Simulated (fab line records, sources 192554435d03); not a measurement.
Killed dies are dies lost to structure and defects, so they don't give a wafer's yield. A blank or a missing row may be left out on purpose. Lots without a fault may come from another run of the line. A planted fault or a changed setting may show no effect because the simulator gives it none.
Which tool did it? | flow n5_finfet | 6 lots, 18 wafers sampled, at 2 steps of a route of 1938

WHAT THE GAUGES READ, wafer by wafer
N5_PMOS_HMC_CHANNEL_EPI_THK_MEAS_22.
lot  | measured    | on            | HMC_CMP_THK (nm)
L791 | day 2 02:05 | film_metro-02 | 55.7 53.5 55.0
L793 | day 2 16:03 | film_metro-02 | 53.9 54.2 53.3
L795 | day 3 02:10 | film_metro-02 | 55.4 53.8 53.9
L799 | day 4 01:45 | film_metro-01 | 53.3 53.5 55.4
L801 | day 4 13:59 | film_metro-02 | 55.4 54.7 55.5
L809 | day 6 14:00 | film_metro-01 | 54.2 53.5 53.7

WHICH TOOL RAN EACH LOT (tool, then ch and the chambers of the sampled wafers, then the start)
lot  | N5_WELL_APT_RTA_34
L791 | rtp_anneal-01 ch 0, day 1 22:04
L793 | rtp_anneal-02 ch 0, day 2 10:38
L795 | rtp_anneal-02 ch 0, day 2 22:18
L799 | rtp_anneal-02 ch 0, day 3 22:12
L801 | rtp_anneal-01 ch 0, day 4 09:50
L809 | rtp_anneal-01 ch 0, day 6 09:55
- N5_WELL_APT_RTA_34: time 10 s.

THE ANSWER, worked out from the rows above alone
Rule: what is usual is taken from the lots themselves. Put in order of their means at a reading, lots are off if they are a third of the lots or fewer, leave a main group of 4 or more, and stand apart from it by a gap of 3 or more times the standard deviation of the main group's means; of several such gaps the widest counts. A main group whose means are all the same, to the digits that the tables above print for the reading, isn't used. A lot without any number at a reading at which 4 lots or more have one is off too. The other lots that the step has rows for count as sound.
No lot is off at any reading shown: from this, nothing can be told.

WHAT THE SIMULATOR HAD PUT IN
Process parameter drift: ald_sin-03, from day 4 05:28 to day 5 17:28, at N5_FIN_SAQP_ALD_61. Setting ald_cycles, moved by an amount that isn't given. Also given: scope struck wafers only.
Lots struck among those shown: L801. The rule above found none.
